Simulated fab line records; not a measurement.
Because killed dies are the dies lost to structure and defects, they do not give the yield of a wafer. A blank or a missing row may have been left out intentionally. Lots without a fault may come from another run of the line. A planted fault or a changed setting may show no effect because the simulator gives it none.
Comparing a struck lot with a sound one ; flow n5 finfet ; 40 steps out of a route of 1938
Sound: the wafers L890.1, L890.5, L890.6. Struck: wafer L887.5 (left out: L887.6, a lot-mate that was not struck); the cause follows at the end.
Order at every step that has rows: each side's tool, ch and its chambers, its first start. Under that, the readings that differ: sound wafers ; struck wafers ; difference of the means ; sigmas: that difference in standard deviations of wafers without a fault.
alike: a reading whose means differ by less than 2 such deviations, as well as words and numbers matching on both sides. not compared: withheld readings; readings where some wafer has no value; bounds like >300 that might hide an equal value; numbers whose values overlap and for which the record gives no deviation.
The two part at a step that has a row with sigmas, a row that says differs or no value, or rows on one side only. Non-overlapping numbers with no deviation appear without sigmas and do not part them. Lack of a reading on every wafer of one side parts them only where that side has two or more wafers.

first, 11 steps without rows for these wafers: N5_MOL_CONTACT_COAG_STRIP_96 (strips in N2/H2); N5_MOL_CONTACT_COAG_ETCH_47 (etches SiNx in CH3F/O2, stops on W, target depth 27 nm); N5_MOL_CONTACT_COAG_STRIP_119 (strips in N2/H2, time 30 s); N5_MOL_CONTACT_COAG_PRECLEAN_144 (cleans in alkaline clean, time 60 s); N5_MOL_CONTACT_COAG_SRD_145 (time 30 s); N5_MOL_CONTACT_COAG_COAT_62 (time 60 s, resist thk 60 nm); N5_MOL_CONTACT_COAG_COAT_63 (time 60 s, resist thk 10 nm); N5_MOL_CONTACT_COAG_COAT_64 (time 60 s, resist thk 10 nm); N5_MOL_CONTACT_COAG_COAT_34 (resist thk 40 nm); N5_MOL_CONTACT_COAG_EBR_36; N5_MOL_CONTACT_COAG_SOFTBAKE_35 (time 60 s).
N5_MOL_CONTACT_COAG_EXPOSE_37: exposes mask VD, defocus 0 nm.
  sound on euv scanner-01 ch 0, day 10 09:23; struck on euv scanner-02 ch 0, day 9 16:02
  alike: mask
then, 2 steps without rows for these wafers: N5_MOL_CONTACT_COAG_PEB_38 (peb time 60 s); N5_MOL_CONTACT_COAG_DEVELOP_39 (develop time 30 s).
N5_MOL_CONTACT_COAG_CD_MEAS_40: the cd target is 25.1 nm.
  sound on cd sem-02 ch 0, day 10 09:32; struck on cd sem-03 ch 0, day 9 16:09
reading;sound;struck;difference;sigmas
cd nm (nm);25.19 25.14 25.22;16.47;-8.71;-41
then, 17 steps without rows for these wafers: N5_MOL_CONTACT_COAG_DESCUM_45 (chemistry O2, time 7 s); N5_MOL_CONTACT_COAG_ETCH_65 (etches underlayer in N2/H2, target depth 13 nm, time 10.4 s); N5_MOL_CONTACT_COAG_ETCH_66 (etches SiARC in CF4, target depth 13 nm, time 21.7 s); N5_MOL_CONTACT_COAG_ALD_133 (deposits SiO2, target thk 5 nm, pulse time 1 s, co reactant pulse time 1 s); N5_MOL_CONTACT_COAG_ETCHBACK_134 (etches SiO2 in CHF3, target depth 10 nm, time 6.7 s); N5_MOL_CONTACT_COAG_ETCH_67 (etches SOC in N2/H2, target depth 60 nm, overetch 21 nm, time 101.2 s); N5_MOL_CONTACT_COAG_STRIP_68 (strips in N2/H2); N5_MOL_CONTACT_COAG_STRIP_69 (strips in N2/H2); N5_MOL_CONTACT_COAG_ETCHBACK_136 (etches SiO2 in CHF3, target depth 25 nm, time 16.7 s); N5_MOL_CONTACT_COAG_STRIP_120 (strips in CHF3); N5_MOL_CONTACT_COAG_VIA_ETCH_117 (etches SiO2 in C4F6/O2, target depth 40 nm, overetch 8 nm, time 26 s); N5_MOL_CONTACT_COAG_ETCH_124 (etches SiNx in CH3F/O2, stops on SiOC, target depth 6.5 nm); N5_MOL_CONTACT_COAG_ETCH_48 (etches SiOC in C4F6/O2, target depth 15 nm, overetch 4.5 nm, time 17 s); N5_MOL_CONTACT_COAG_STRIP_72 (strips in N2/H2); N5_MOL_CONTACT_COAG_STRIP_49 (strips in N2/H2, time 30 s); N5_MOL_CONTACT_COAG_PRECLEAN_138 (cleans in alkaline clean, time 60 s); N5_MOL_CONTACT_COAG_SRD_139 (time 30 s).
N5_MOL_CONTACT_COAG_CD_MEAS_101: the cd target is 16 nm.
  sound on cd sem-03 at day 10 10:50; struck on cd sem-01 at day 9 17:20
reading;sound;struck;difference;sigmas
cd nm (nm);15.2 15.6 16.2;7.9;-7.8;-24
then, 5 steps without rows for these wafers: N5_MOL_CONTACT_COAG_PRE_CLEAN_121; N5_MOL_CONTACT_COAG_CVD_140 (deposits W, target thk 66.5 nm, time 215 s); N5_MOL_CONTACT_COAG_PRECLEAN_127 (cleans in DIW, time 57.5 s); N5_MOL_CONTACT_COAG_SRD_128 (dry time 32 s); N5_MOL_CONTACT_COAG_CMP_52 (polishes, stops on SiO2, t overpolish 1.5 s, target thk 66.5 nm).
N5_BEOL_M4_RC_MEAS_101:
  the record has rows for the sound wafers here (prober-01 ch 0, day 12 23:47) and none for the struck ones
-- a jump in the record: the struck wafers' starts before and after are 7 days apart (it breaks off in module BEOL_M4 and resumes in module PASSIVATION, where the first step shown is number 1936 of the route) --
N5_PASSIVATION_PROBE_49:
  rows exist in the record for the struck wafers here (prober-01, day 16 21:04), but not for the sound ones

## WHERE THEY PART
Earliest at N5_MOL_CONTACT_COAG_CD_MEAS_40; latest, in this record, at N5_PASSIVATION_PROBE_49.

WHY: what the simulator had put in
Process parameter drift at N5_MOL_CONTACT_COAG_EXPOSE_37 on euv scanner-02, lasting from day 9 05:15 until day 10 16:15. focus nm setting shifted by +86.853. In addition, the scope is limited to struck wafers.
